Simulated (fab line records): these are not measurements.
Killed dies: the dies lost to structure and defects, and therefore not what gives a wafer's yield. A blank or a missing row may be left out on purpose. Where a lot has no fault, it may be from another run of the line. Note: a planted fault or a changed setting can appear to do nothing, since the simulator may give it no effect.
A lot that was struck, set against a sound lot ; flow nand harc ; 14 out of 1302 route steps
Sound: these wafers, L480.3, L480.4, L480.5. Struck: wafer L489.5 (L489.4, L489.6, from the same lot, were not struck and are left out); the cause is given at the end.
Each step with rows lists, per side, the tool, then ch with its chambers, then its first start. Under that, the readings that differ: sound wafers ; struck wafers ; difference of the means ; sigmas: that difference in standard deviations of wafers without a fault.
alike: words and numbers the same on both sides, and readings whose means are apart by under 2 such deviations; not compared: readings that were withheld, readings missing a value for some wafer, numbers with overlapping values and no deviation given by the record, and bounds like >300 which may hide the same value.
A row with sigmas, a row that says differs or no value, or rows on one side alone: a step with any of these is where the two part. Numbers that don't overlap but have no deviation are shown without sigmas and don't part them. A reading that every wafer of one side lacks parts them only if that side has two wafers or more.

first, 7 steps without rows for these wafers: NHARC_A_BONDPAD_COAT_33 (time 65 s); NHARC_A_BONDPAD_COAT_03 (resist thk 600 nm); NHARC_A_BONDPAD_SOFTBAKE_04 (time 70 s); NHARC_A_BONDPAD_EBR_05; NHARC_A_BONDPAD_EXPOSE_06 (exposes mask A BPAD); NHARC_A_BONDPAD_PEB_07 (peb time 80 s); NHARC_A_BONDPAD_DEVELOP_08 (time 50 s).
NHARC_A_BONDPAD_CD_MEAS_09: the cd target is 500 nm.
  sound on cd sem-02 ch 0, day 27 05:02; struck on cd sem-01 ch 0, day 30 10:53
reading;sound;struck;difference;sigmas
cd nm (nm);500.7 501.3 503.6;497.9;-4.0;-2
NHARC_A_BONDPAD_OVL_MEAS_35:
  sound on overlay-02 at day 27 05:08; struck on overlay-02 at day 30 10:58
reading;sound;struck;difference;sigmas
overlay x nm (nm);9 8 8;-15;-23;-4
  alike: overlay y nm
then, 1 step without rows for these wafers: NHARC_A_BONDPAD_HARDBAKE_10 (time 65 s).
NHARC_A_BONDPAD_DESCUM_11: chemistry O2, time 3 s.
  sound on rie diel-03 ch 0,1,2, day 27 05:16; struck on rie diel-13 ch 0, day 30 11:05
  alike: drypump motor current A, oes product au, rf vpp V, showerhead plenum p Torr, throttle valve pct
  not compared: rf hours counter h
NHARC_A_BONDPAD_ETCH_34: etches the open film in N2/H2, target depth 60 nm, overetch 18 nm, time 65.91 s.
  sound on rie diel-03 ch 0,3, day 27 05:20; struck on rie diel-13 ch 1, day 30 11:11
reading;sound;struck;difference;sigmas
drypump motor current A (A);5.3 5.4 5.4;6.1;+0.7;+2
  alike: oes product au, rf vpp V, run length s, showerhead plenum p Torr, throttle valve pct
  not compared: rf hours counter h
NHARC_A_BONDPAD_ETCH_12: etches the open film in CHF3/O2, target depth 220 nm, time 110 s.
  sound on rie diel-03 ch 1,2, day 27 05:26; struck on rie diel-13 ch 0, day 30 11:17
reading;sound;struck;difference;sigmas
run length s (s);131.1 131.6 131.4;123.2;-8.2;-18
  alike: drypump motor current A, oes product au, rf vpp V, showerhead plenum p Torr, throttle valve pct
  not compared: rf hours counter h
NHARC_A_BONDPAD_CD_MEAS_13:
  sound on cd sem-02 at day 27 05:34; struck on cd sem-02 at day 30 11:25
  alike: cd nm

## WHERE THEY PART
At NHARC_A_BONDPAD_CD_MEAS_09 first; at NHARC_A_BONDPAD_ETCH_12 last (within this record only). Later steps at which nothing parts them and some readings are alike: NHARC_A_BONDPAD_CD_MEAS_13.

WHY: the cause the simulator had injected
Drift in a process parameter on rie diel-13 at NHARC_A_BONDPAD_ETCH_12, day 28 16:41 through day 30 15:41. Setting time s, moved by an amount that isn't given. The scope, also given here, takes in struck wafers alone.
